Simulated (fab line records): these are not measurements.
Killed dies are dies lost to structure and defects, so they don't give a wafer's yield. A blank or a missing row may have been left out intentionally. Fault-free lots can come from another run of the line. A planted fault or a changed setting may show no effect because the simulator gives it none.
fab line records -- flow n5Finfet
record: lots: 7, wafers: 20, lastDay: 16
route steps=1938 shown BEOL_M4@1075
lots with no fault: from the same line, run without faults
startH: hours from the record's opening day to when the first of the lot's shown wafers began -- waitH: time in hours since the lot's previous step -- " unchanged from the row above -- L1.1+2: one row covering several wafers at once -- - either no value or no given start -- * or withheld: withheld -- < > ~ a bound
route shown NAME@n: NAME is a module with steps in the file, n the number in the route of the first one -- usual: mean/standard deviation of fault-free wafers -- same: alike in all rows -- chamber/n: place in a boat -- sites: each site's reading -- _std_site: their standard deviation -- _edge_site: mean of outer sites minus mean of inner sites -- radiusMm: how far each site lies from the wafer's centre -- mask NAME#n: copy n -- behind: the most recent tool/chamber to have shaped the wafer -- hold: cause of the lot's hold/its duration in hours/its outcome -- device: whichever transistor did not switch (one of n, p or np) -- end of line: at the end of the route, the tests of the same wafers -- a step without rows: its recipe alone -- killed: dies that structure and defects cost at the first sort, which is not the same as the wafer's yield -- map: dies across one wafer; x = killed, . = not, _ = none there
set.NAME: the setting that was run; set.NAME@STEP: the one run at that earlier step -- model.NAME: the simulator's own value behind a step, which no gauge read
certain route steps with their lots: each step a table, each wafer a row
services: a tool's chamber out of use, with start hour (startH, from the record's first day; less than 0 if before it), hours out, and reason
== steps ==
step: N5_BEOL_M4_SRD_40
recipe: timeS: 30, tempC: 23, rinseLiquid: diw, dry: ipaMarangoni
step: N5_BEOL_M4_PRECLEAN_42
recipe: chemistry: residueRemover, timeS: 60, tempC: 40
step: N5_BEOL_M4_SRD_43
recipe: timeS: 30, tempC: 23, rinseLiquid: diw, dry: ipaMarangoni
step: N5_BEOL_M4_CD_MEAS_35
recipe: targetCdNm: 18, targetCdYNm: 22.4, polarity: opening
usual: cdNm: 18.0/0.4
lot.wafer,tool,chamber,startH,waitH,cdNm
L697.3,cdSem-03,-,196.01,0.0,18.1
L697.4,cdSem-03,-,196.01,0.0,17.9
L697.6,cdSem-03,-,196.01,0.0,18.1
L698.2,cdSem-02,-,198.91,0.0,17.7
L698.3,cdSem-02,-,198.91,0.0,18.1
L698.4,cdSem-02,-,198.91,0.0,17.3
L699.3,cdSem-03,-,199.30,0.0,17.6
L699.4,cdSem-03,-,199.30,0.0,18.4
L699.5,cdSem-03,-,199.30,0.0,17.8
L700.1,cdSem-02,-,205.35,0.0,17.7
L700.2,cdSem-02,-,205.35,0.0,18.2
L700.6,cdSem-02,-,205.35,0.0,18.2
L708.1,cdSem-02,-,271.13,0.0,18.2
L708.2,cdSem-02,-,271.13,0.0,17.9
L708.6,cdSem-02,-,271.13,0.0,17.6
L710.3,cdSem-03,-,272.35,0.0,18.7
L710.5,cdSem-03,-,272.35,0.0,17.8
L710.6,cdSem-03,-,272.35,0.0,18.5
L711.2,cdSem-03,-,276.69,0.0,17.6
L711.6,cdSem-03,-,276.69,0.0,18.0
step: N5_BEOL_M4_DEGAS_44
recipe: ambient: vacuum, tempC: 250, timeS: 60
usual: heaterPowerW: 328/34
lot.wafer,tool,chamber,startH,waitH,heaterPowerW
L697.3,pvdSputter-03,-,196.42,0.4,378
L697.4,pvdSputter-03,-,196.42,0.4,349
L697.6,pvdSputter-03,-,196.42,0.4,371
L698.2,pvdSputter-01,-,199.14,0.2,304
L698.3,pvdSputter-01,-,199.14,0.2,384
L698.4,pvdSputter-01,-,199.14,0.2,286
L699.3,pvdSputter-03,-,199.34,0.0,354
L699.4,pvdSputter-03,-,199.34,0.0,325
L699.5,pvdSputter-03,-,199.34,0.0,386
L700.1,pvdSputter-03,-,205.61,0.3,325
L700.2,pvdSputter-03,-,205.61,0.3,343
L700.6,pvdSputter-03,-,205.61,0.3,376
L708.1,pvdSputter-01,-,272.08,0.9,381
L708.2,pvdSputter-01,-,272.08,0.9,282
L708.6,pvdSputter-01,-,272.08,0.9,313
L710.3,pvdSputter-02,-,272.91,0.6,278
L710.5,pvdSputter-02,-,272.91,0.6,290
L710.6,pvdSputter-02,-,272.91,0.6,341
L711.2,pvdSputter-03,-,276.75,0.1,351
L711.6,pvdSputter-03,-,276.75,0.1,382
step: N5_BEOL_M4_PRE_CLEAN_45
recipe: gas: H2/He, timeS: 30, tempC: 250
usual: heaterPowerW: 328/35
lot.wafer,tool,chamber,startH,waitH,heaterPowerW
L697.3,pvdSputter-03,-,196.46,0.0,376
L697.4,pvdSputter-03,-,196.46,0.0,346
L697.6,pvdSputter-03,-,196.46,0.0,385
L698.2,pvdSputter-01,-,199.18,0.0,311
L698.3,pvdSputter-01,-,199.18,0.0,399
L698.4,pvdSputter-01,-,199.18,0.0,276
L699.3,pvdSputter-03,-,199.38,0.0,358
L699.4,pvdSputter-03,-,199.38,0.0,321
L699.5,pvdSputter-03,-,199.38,0.0,376
L700.1,pvdSputter-03,-,205.65,0.0,340
L700.2,pvdSputter-03,-,205.65,0.0,357
L700.6,pvdSputter-03,-,205.65,0.0,384
L708.1,pvdSputter-01,-,272.12,0.0,400
L708.2,pvdSputter-01,-,272.12,0.0,286
L708.6,pvdSputter-01,-,272.12,0.0,300
L710.3,pvdSputter-02,-,272.95,0.0,277
L710.5,pvdSputter-02,-,272.95,0.0,288
L710.6,pvdSputter-02,-,272.95,0.0,330
L711.2,pvdSputter-03,-,276.79,0.0,343
L711.6,pvdSputter-03,-,276.79,0.0,373
step: N5_BEOL_M4_ALD_84
recipe: material: TaN, targetThkA: *, tempC: 275, aldPrecursorFamily: PDMAT, aldCoReactant: NH3, pressureTorr: 3, carrierFlowSccm: 1500, pulseTimeS: 2, purgeTimeS: 3, coReactantPurgeTimeS: 2, coReactantPulseTimeS: 3, aldCycles: 30, precursorVesselTempC: 75, precursorVesselPressureTorr: 26.25, precursorVesselCarrierSccm: 1000
usual: heaterPowerW: 407/37
lot.wafer,tool,chamber,startH,waitH,heaterPowerW
L697.3,aldMetal-02,1,196.52,0.0,386
L697.4,aldMetal-02,2,196.52,0.0,397
L697.6,aldMetal-02,3,196.52,0.0,377
L698.2,aldMetal-04,3,199.24,0.0,466
L698.3,aldMetal-04,0,199.24,0.0,515
L698.4,aldMetal-04,2,199.24,0.0,357
L699.3,aldMetal-03,0,199.44,0.0,389
L699.4,aldMetal-03,3,199.44,0.0,402
L699.5,aldMetal-03,3,199.44,0.0,398
L700.1,aldMetal-03,3,205.72,0.0,406
L700.2,aldMetal-03,2,205.72,0.0,414
L700.6,aldMetal-03,2,205.72,0.0,421
L708.1,aldMetal-02,1,272.19,0.1,389
L708.2,aldMetal-02,3,272.19,0.1,377
L708.6,aldMetal-02,1,272.19,0.1,390
L710.3,aldMetal-03,0,273.12,0.1,393
L710.5,aldMetal-03,2,273.12,0.1,425
L710.6,aldMetal-03,0,273.12,0.1,408
L711.2,aldMetal-02,2,276.85,0.0,412
L711.6,aldMetal-02,2,276.85,0.0,404
step: N5_BEOL_M4_SURFACE_TREAT_85
recipe: gas: Ar, timeS: *, ionEnergyEv: *, ionCurrentMaCm2: 0.5, pressureMtorr: *, arFlowSccm: 30
usual: pressureMtorr: *, throttleValvePct: *
lot.wafer,tool,chamber,startH,waitH,pressureMtorr,throttleValvePct
L697.3,pvdSputter-02,-,196.75,0.1,*,*
L697.4,pvdSputter-02,-,196.75,0.1,*,*
L697.6,pvdSputter-02,-,196.75,0.1,*,*
L698.2,pvdSputter-03,-,199.50,0.2,*,*
L698.3,pvdSputter-03,-,199.50,0.2,*,*
L698.4,pvdSputter-03,-,199.50,0.2,*,*
L699.3,pvdSputter-02,-,199.67,0.1,*,*
L699.4,pvdSputter-02,-,199.67,0.1,*,*
L699.5,pvdSputter-02,-,199.67,0.1,*,*
L700.1,pvdSputter-02,-,205.97,0.2,*,*
L700.2,pvdSputter-02,-,205.97,0.2,*,*
L700.6,pvdSputter-02,-,205.97,0.2,*,*
L708.1,pvdSputter-03,-,272.44,0.1,*,*
L708.2,pvdSputter-03,-,272.44,0.1,*,*
L708.6,pvdSputter-03,-,272.44,0.1,*,*
L710.3,pvdSputter-02,-,273.39,0.2,*,*
L710.5,pvdSputter-02,-,273.39,0.2,*,*
L710.6,pvdSputter-02,-,273.39,0.2,*,*
L711.2,pvdSputter-03,-,277.19,0.2,*,*
L711.6,pvdSputter-03,-,277.19,0.2,*,*
step: N5_BEOL_M4_CVD_47
recipe: material: Co, targetThkA: 30, tempC: withheld, precursor: CCTBA/H2, pressureTorr: 30, timeS: 223.8
step: N5_BEOL_M4_SPUTTER_48
recipe: material: Cu, targetThkA: 45, tempC: -20, chamberPressurePa: 0.07, powerW: withheld, timeS: 8.29
step: N5_BEOL_M4_ANNEAL_49
recipe: tempC: 400, timeS: 240, ambient: vacuum
step: N5_BEOL_M4_SPUTTER_79
recipe: material: Cu, targetThkA: 45, tempC: -20, chamberPressurePa: 0.07, powerW: withheld, timeS: 8.29
usual: substrateTempC: -19.99/0.097, throttleValvePct: 30.1/0.9
lot.wafer,tool,chamber,startH,waitH,substrateTempC,throttleValvePct
L697.3,pvdSputter-02,-,197.51,0.1,-20.05,28.9
L697.4,pvdSputter-02,-,197.51,0.1,-20.03,30.1
L697.6,pvdSputter-02,-,197.51,0.1,-20.15,29.2
L698.2,pvdSputter-01,-,200.02,0.1,-19.89,31.8
L698.3,pvdSputter-01,-,200.02,0.1,-20.03,29.3
L698.4,pvdSputter-01,-,200.02,0.1,-19.99,31.2
L699.3,pvdSputter-02,-,201.81,0.1,-19.99,29.4
L699.4,pvdSputter-02,-,201.81,0.1,-20.08,29.8
L699.5,pvdSputter-02,-,201.81,0.1,-20.02,30.1
L700.1,pvdSputter-02,-,206.71,0.1,-19.89,29.0
L700.2,pvdSputter-02,-,206.71,0.1,-20.04,30.2
L700.6,pvdSputter-02,-,206.71,0.1,-20.05,28.9
L708.1,pvdSputter-01,-,272.90,0.1,-19.97,31.7
L708.2,pvdSputter-01,-,272.90,0.1,-20.06,29.5
L708.6,pvdSputter-01,-,272.90,0.1,-19.94,29.2
L710.3,pvdSputter-02,-,274.07,0.1,-19.85,29.3
L710.5,pvdSputter-02,-,274.07,0.1,-19.92,29.2
L710.6,pvdSputter-02,-,274.07,0.1,-19.89,29.1
L711.2,pvdSputter-02,-,277.77,0.1,-19.87,29.2
L711.6,pvdSputter-02,-,277.77,0.1,-20.02,29.5
step: N5_BEOL_M4_ANNEAL_80
recipe: tempC: 400, timeS: 240, ambient: vacuum
usual: heaterPowerW: 806/86, susceptorTempC: 399.97/0.25, susceptor_temp_C_max: 400.9/0.35
lot.wafer,tool,chamber,startH,waitH,heaterPowerW,susceptorTempC,susceptor_temp_C_max
L697.3,pvdSputter-02,-,197.59,0.0,833,399.92,400.8
L697.4,pvdSputter-02,-,197.59,0.0,764,399.42,400.3
L697.6,pvdSputter-02,-,197.59,0.0,829,400.27,401.7
L698.2,pvdSputter-01,-,200.10,0.0,-,-,-
L698.3,pvdSputter-01,-,200.10,0.0,-,-,-
L698.4,pvdSputter-01,-,200.10,0.0,-,-,-
L699.3,pvdSputter-02,-,201.89,0.0,-,-,-
L699.4,pvdSputter-02,-,201.89,0.0,-,-,-
L699.5,pvdSputter-02,-,201.89,0.0,-,-,-
L700.1,pvdSputter-02,-,206.79,0.0,-,-,-
L700.2,pvdSputter-02,-,206.79,0.0,-,-,-
L700.6,pvdSputter-02,-,206.79,0.0,-,-,-
L708.1,pvdSputter-01,-,272.98,0.0,883,400.32,402.1
L708.2,pvdSputter-01,-,272.98,0.0,969,400.04,400.8
L708.6,pvdSputter-01,-,272.98,0.0,970,399.89,400.9
L710.3,pvdSputter-02,-,274.15,0.0,734,399.80,400.7
L710.5,pvdSputter-02,-,274.15,0.0,841,399.65,400.8
L710.6,pvdSputter-02,-,274.15,0.0,721,399.58,400.8
L711.2,pvdSputter-02,-,277.85,0.0,716,400.10,401.3
L711.6,pvdSputter-02,-,277.85,0.0,685,400.01,400.4
step: N5_BEOL_M4_SPUTTER_81
recipe: material: Cu, targetThkA: 45, tempC: -20, chamberPressurePa: 0.07, powerW: withheld, timeS: 8.29
step: N5_BEOL_M4_RC_MEAS_101
usual: DIBL_N: 36.3/1.6, DIBL_P: 36.2/2, IOFF_N: 0.160/0.028, IOFF_P: 0.21/0.036, ION_N: 677/11, ION_P: 465/6.9, SS_N: 71.5/0.55, SS_P: 73.3/0.64, VT_N: 250/3, VT_P: -250/3.5
lot.wafer,tool,chamber,startH,waitH,DIBL_N[mV/V],DIBL_P[mV/V],IOFF_N[nA/um],IOFF_P[nA/um],ION_N[uA/um],ION_P[uA/um],SS_N[mV/dec],SS_P[mV/dec],VT_N[mV],VT_P[mV]
L697.3,prober-01,0,200.47,0.3,34.3,35.0,0.133,0.18,672,462,70.8,72.0,251,-255
L697.4,prober-01,0,200.47,0.3,36.3,37.6,0.171,0.21,676,466,71.5,73.9,249,-252
L697.6,prober-01,0,200.47,0.3,34.3,34.3,0.136,0.18,688,469,70.8,73.1,249,-252
L698.2,prober-02,0,202.88,0.2,39.6,38.5,0.186,0.26,680,468,71.5,73.9,247,-247
L698.3,prober-02,0,202.88,0.2,40.0,39.4,0.186,0.27,678,469,72.4,74.2,247,-246
L698.4,prober-02,0,202.88,0.2,40.5,39.6,0.221,0.27,694,471,71.8,73.8,245,-244
L699.3,prober-01,0,204.79,0.3,38.1,37.9,0.188,0.24,683,464,71.6,73.2,246,-250
L699.4,prober-01,0,204.79,0.3,36.7,37.4,0.168,0.23,679,479,71.7,73.2,246,-248
L699.5,prober-01,0,204.79,0.3,37.5,36.3,0.180,0.21,679,454,71.6,73.1,248,-251
L700.1,prober-01,0,209.38,0.0,34.4,35.6,0.137,0.18,665,458,71.1,73.2,252,-253
L700.2,prober-01,0,209.38,0.0,36.5,37.3,0.181,0.21,681,461,71.5,73.4,246,-250
L700.6,prober-01,0,209.38,0.0,34.7,35.1,0.145,0.18,668,458,71.2,72.6,249,-251
L708.1,prober-01,0,275.54,0.0,34.4,35.1,0.142,0.20,685,470,70.7,73.1,249,-252
L708.2,prober-01,0,275.54,0.0,36.1,36.8,0.170,0.22,682,473,71.6,72.6,249,-248
L708.6,prober-01,0,275.54,0.0,35.3,36.4,0.158,0.22,685,467,71.9,72.8,249,-250
L710.3,prober-02,0,277.06,0.3,36.4,37.5,0.163,0.22,686,468,71.4,73.2,249,-251
L710.5,prober-02,0,277.06,0.3,33.8,33.3,0.114,0.17,658,459,70.8,72.3,256,-254
L710.6,prober-02,0,277.06,0.3,34.0,35.1,0.117,0.18,658,459,71.4,73.5,253,-255
L711.2,prober-01,0,280.61,0.2,37.2,37.2,0.156,0.20,675,459,71.4,73.1,252,-251
L711.6,prober-01,0,280.61,0.2,37.4,38.1,0.176,0.22,680,465,72.3,73.5,249,-249
== services ==
tool,chamber,startH,hours,kind
aldMetal-04,-,186.83,8.7,pm
aldMetal-04,3,204.08,28.1,repair
aldMetal-04,0,250.53,14.7,repair
aldMetal-03,-,259.98,8.7,pm
pvdSputter-01,-,265.60,4.9,repair
aldMetal-03,1,272.93,4.8,repair
== key ==
firstSign: step: N5_BEOL_M4_ANNEAL_80, reading: toolRecord, direction: missing
effect none on later readings
metAt N5_BEOL_M4_ANNEAL_80
struckWafers L698.2,L698.3,L698.4,L699.3,L699.4,L699.5,L700.1,L700.2,L700.6
baselineLoss: step: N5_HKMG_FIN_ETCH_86, wafers: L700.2
onsetBetween 197.59 200.10
fault: kind: skippedStepWhole, tool: pvdSputter-01,pvdSputter-02, chamber: -, onsetH: 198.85, steps: N5_BEOL_M4_ANNEAL_80, scope: struckLotsOnly
baselineLoss: these wafers lose ten dies or more at that step, a loss of the line's own and not of a fault; the sort's usual values leave them out
